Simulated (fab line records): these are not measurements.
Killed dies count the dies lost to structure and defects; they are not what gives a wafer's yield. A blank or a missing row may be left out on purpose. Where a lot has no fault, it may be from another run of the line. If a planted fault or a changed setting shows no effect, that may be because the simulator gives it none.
Split-lot study :: flow n5_finfet :: 7 lots, 21 wafers read, on a route of 1938 steps

## ABOUT THE SPLIT
At N5_BEOL_M1_ILD_DEP_00 (deposits SiOC from DEMS/O2, target thk 79 nm, time 15.3 s), the setting time_s was moved away from the recipe's 15.3 s on 7 of the 21 wafers read, by -12.5% to +14.4%. The other wafers ran this setting at the recipe's value.

No step appears in the file between the split and the reading.

## THE READING
Values of M1_ILD_THK in nm from N5_BEOL_M1_THK_MEAS_01. Typical for fault-free wafers on this fab line: 79.5 nm, with standard deviation 1.3 nm.

wafer: L076.1
tool, chamber at the split: pecvd-02, 1
time_s as run, s: 15.3
against the recipe: recipe
M1_ILD_THK, nm: 75.9
against lot-mates on the recipe: -

wafer: L076.5
tool, chamber at the split: pecvd-02, 2
time_s as run, s: 15.3
against the recipe: recipe
M1_ILD_THK, nm: 77.9
against lot-mates on the recipe: -

wafer: L076.6
tool, chamber at the split: pecvd-02, 1
time_s as run, s: 15.3
against the recipe: recipe
M1_ILD_THK, nm: 77.0
against lot-mates on the recipe: -

wafer: L078.1
tool, chamber at the split: pecvd-01, 1
time_s as run, s: 17.5
against the recipe: +14.4%
M1_ILD_THK, nm: 90.5
against lot-mates on the recipe: +9.3

wafer: L078.2
tool, chamber at the split: pecvd-01, 0
time_s as run, s: 15.3
against the recipe: recipe
M1_ILD_THK, nm: 80.4
against lot-mates on the recipe: -

wafer: L078.4
tool, chamber at the split: pecvd-01, 2
time_s as run, s: 15.3
against the recipe: recipe
M1_ILD_THK, nm: 81.9
against lot-mates on the recipe: -

wafer: L080.1
tool, chamber at the split: pecvd-02, 2
time_s as run, s: 15.3
against the recipe: recipe
M1_ILD_THK, nm: 78.0
against lot-mates on the recipe: -

wafer: L080.2
tool, chamber at the split: pecvd-02, 0
time_s as run, s: 16.8
against the recipe: +9.8%
M1_ILD_THK, nm: 86.5
against lot-mates on the recipe: +8.5

wafer: L080.5
tool, chamber at the split: pecvd-02, 1
time_s as run, s: 16.8
against the recipe: +9.8%
M1_ILD_THK, nm: 86.8
against lot-mates on the recipe: +8.8

wafer: L084.2
tool, chamber at the split: pecvd-01, 2
time_s as run, s: 15.3
against the recipe: recipe
M1_ILD_THK, nm: 79.5
against lot-mates on the recipe: -

wafer: L084.3
tool, chamber at the split: pecvd-01, 0
time_s as run, s: 15.3
against the recipe: recipe
M1_ILD_THK, nm: 80.6
against lot-mates on the recipe: -

wafer: L084.6
tool, chamber at the split: pecvd-01, 1
time_s as run, s: 15.3
against the recipe: recipe
M1_ILD_THK, nm: 81.8
against lot-mates on the recipe: -

wafer: L090.1
tool, chamber at the split: pecvd-01, 1,0
time_s as run, s: 15.3
against the recipe: recipe
M1_ILD_THK, nm: 80.3
against lot-mates on the recipe: -

wafer: L090.3
tool, chamber at the split: pecvd-01, 1,0
time_s as run, s: 15.3
against the recipe: recipe
M1_ILD_THK, nm: 80.3
against lot-mates on the recipe: -

wafer: L090.5
tool, chamber at the split: pecvd-01, 1
time_s as run, s: 15.3
against the recipe: recipe
M1_ILD_THK, nm: 80.6
against lot-mates on the recipe: -

wafer: L093.1
tool, chamber at the split: pecvd-01, 2
time_s as run, s: 14.21
against the recipe: -7.1%
M1_ILD_THK, nm: 72.8
against lot-mates on the recipe: -6.4

wafer: L093.3
tool, chamber at the split: pecvd-01, 0
time_s as run, s: 14.21
against the recipe: -7.1%
M1_ILD_THK, nm: 73.4
against lot-mates on the recipe: -5.8

wafer: L093.4
tool, chamber at the split: pecvd-01, 1
time_s as run, s: 15.3
against the recipe: recipe
M1_ILD_THK, nm: 79.2
against lot-mates on the recipe: -

wafer: L095.1
tool, chamber at the split: pecvd-03, 0
time_s as run, s: 13.39
against the recipe: -12.5%
M1_ILD_THK, nm: 69.5
against lot-mates on the recipe: -9.2

wafer: L095.3
tool, chamber at the split: pecvd-03, 1
time_s as run, s: 13.39
against the recipe: -12.5%
M1_ILD_THK, nm: 69.5
against lot-mates on the recipe: -9.2

wafer: L095.6
tool, chamber at the split: pecvd-03, 1
time_s as run, s: 15.3
against the recipe: recipe
M1_ILD_THK, nm: 78.7
against lot-mates on the recipe: -
Rows listing several chambers each stand for several wafers; the file does not say which wafer went through which chamber.

FIT RESULTS
A straight line over all 21 wafers: M1_ILD_THK changes by +0.786 nm for each +1% of time_s; r = +0.96; the points scatter about the line by 1.5 nm.
The same after taking each lot's own level away (the mean of its wafers on the recipe; 21 wafers): +0.764 nm for each +1%; r = +0.99; scatter 0.81 nm.
According to that fit, moving time_s by its largest amount changes the reading by 11 nm.
From 76.93 to 81.15 nm: that is the span of the lots' own levels, equal to 3.2 times the standard deviation above.
Consequently the slope shifts little with the lot-to-lot level, the two slopes agreeing.
Check: +11.7 nm against its lot-mates is what the line predicts for one of the wafers moved furthest among these (+14.4%) when that wafer is left out of the fit. Against them it came out at +9.35 nm.

## OTHER SPLITS ON THESE WAFERS
These wafers also went through other splits before the reading. Each is held against what the fit with the lots' levels taken away leaves over:
other split on the same wafers: N5_SDB_COAT_03 spin_rpm
wafers away from the commonest value: 10
r with M1_ILD_THK (lot level and that fit taken away): +0.46

other split on the same wafers: N5_HKMG_FIN_ETCH_54 source_w
wafers away from the commonest value: 6
r with M1_ILD_THK (lot level and that fit taken away): +0.26

other split on the same wafers: N5_HKMG_FIN_COAT_30 spin_rpm
wafers away from the commonest value: 4
r with M1_ILD_THK (lot level and that fit taken away): -0.08

other split on the same wafers: N5_MOL_CONTACT_COAG_ETCH_105 bias_w
wafers away from the commonest value: 11
r with M1_ILD_THK (lot level and that fit taken away): -0.26

other split on the same wafers: N5_MOL_CONTACT_COAG_ALD_133 ald_cycles
wafers away from the commonest value: 9
r with M1_ILD_THK (lot level and that fit taken away): +0.01

other split on the same wafers: N5_BEOL_M0_DEP_125 time_s
wafers away from the commonest value: 7
r with M1_ILD_THK (lot level and that fit taken away): -0.52

## THE WHOLE CHAIN: every reading that the file lists as answering this split, in the file's order
step: N5_BEOL_M1_ILD_DEP_00
what it does: deposits SiOC from DEMS/O2, target thk 79 nm, time 15.3 s
reading: SiOC_of_BEOL_M1_ILD_DEP_00.thk_nm (the simulator's own value, which no gauge read)
change (the file's fit): +0.749 nm for each +1% of the setting
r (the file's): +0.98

step: N5_BEOL_M1_THK_MEAS_01
what it does: 
reading: M1_ILD_THK
change (the file's fit): +0.743 for each +1% of the setting
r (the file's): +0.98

## FILE'S OWN FIT
M1_ILD_THK changes by +0.743 nm for each +1% of time_s, r = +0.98.
